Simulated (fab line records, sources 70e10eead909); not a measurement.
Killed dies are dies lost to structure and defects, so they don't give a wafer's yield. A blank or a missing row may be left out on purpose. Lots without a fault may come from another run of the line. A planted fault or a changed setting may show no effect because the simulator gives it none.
Problem report in the 8D (eight disciplines) form, filled by code | flow nand_harc | the parts of the form that need people (team, actions taken, sign-off) are left out

1. THE PROBLEM
killed_at_array at NHARC_END_SORT_01 reads a mean of 671 on 6 wafers of 2 lots; wafers without a fault read 55 with a standard deviation of 17. That is +36 standard deviations from the usual mean.
First seen on wafer L938.1, day 32 20:26, on prober-01. The record holds 6 wafers of 2 lots with a number at this step. Rule for "out", or "out of limits": more than 4 standard deviations from the usual mean. The other wafers with a number count as sound.

2. WHAT IT IS AND WHAT IT IS NOT
question                    | is                           | is not
which readings at this step | killed_at_array, killed_dies | killed_at_periphery, killed_open, killed_short
which lots                  | L938, L939                   | -
which wafers of those lots  | all that have a number       | -
read on which gauges        | prober-01                    | -
when                        | from day 32 20:26            | up to then (0 sound wafers)

3. SUSPECTS, AND WHAT RULES EACH OUT
Counting: a tool at a process step up to the reading stays a suspect if it ran every lot that is out and no sound lot after the first of them.
- the gauge at NHARC_END_SORT_01: kept. All the wafers that are out were read on prober-01, and no step on other tools shows them out.
- ald_hk-03 at NHARC_A_CHANNEL_FILL_D1_ALD_25 (deposits SiOx, target thk 60 nm, pulse time 10 s, ald cycles 600): kept. It ran every lot that is out, first L938 (day 19 02:30), and no sound lot after that.
Left after counting: ald_hk-03 at NHARC_A_CHANNEL_FILL_D1_ALD_25, prober-01 at NHARC_END_SORT_01.

4. THE CAUSE (what the simulator had put in)
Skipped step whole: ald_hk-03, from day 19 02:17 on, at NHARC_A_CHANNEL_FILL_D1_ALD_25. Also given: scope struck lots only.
Counting left 2 suspects, and this tool is among them.

5. THE CHAIN OF EFFECTS, in route order
Each row: a reading whose mean over the struck wafers that have a number lies more than 3 standard deviations from the usual. Only readings for which the record gives a usual standard deviation are gone through. hours: the time from each lot's start at the first step in this table that gives one to its start at this step, as a median over the lots. sigmas: the change in usual standard deviations.
hours | step              | reading         | usual | on struck wafers | change | sigmas
0     | NHARC_END_SORT_01 | killed_at_array | 55    | 671              | +616   | +36
0     | NHARC_END_SORT_01 | killed_dies     | 60    | 677              | +617   | +34
Readings that are blank on the struck wafers while sound wafers have them: heater_power_outer_w at NHARC_A_CHANNEL_FILL_D1_ALD_25; heater_power_w at NHARC_A_CHANNEL_FILL_D1_ALD_25; precursor_pulse_height_rel at NHARC_A_CHANNEL_FILL_D1_ALD_25.

6. WHAT WOULD HAVE CAUGHT IT SOONER
In this record the first reading out of limits at a measuring or inspecting step was taken at day 32 20:26, 330 hours after the fault began at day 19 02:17.
At NHARC_A_CHANNEL_FILL_D1_ALD_25 the tool's readings are blank on the struck wafers, where sound wafers have them: an empty tool record is the first sign, and it was there at once.
All the lots that are out (2) had begun NHARC_A_CHANNEL_FILL_D1_ALD_25 on ald_hk-03 by day 32 20:26. A hold on the tool at that time would have spared none of them.
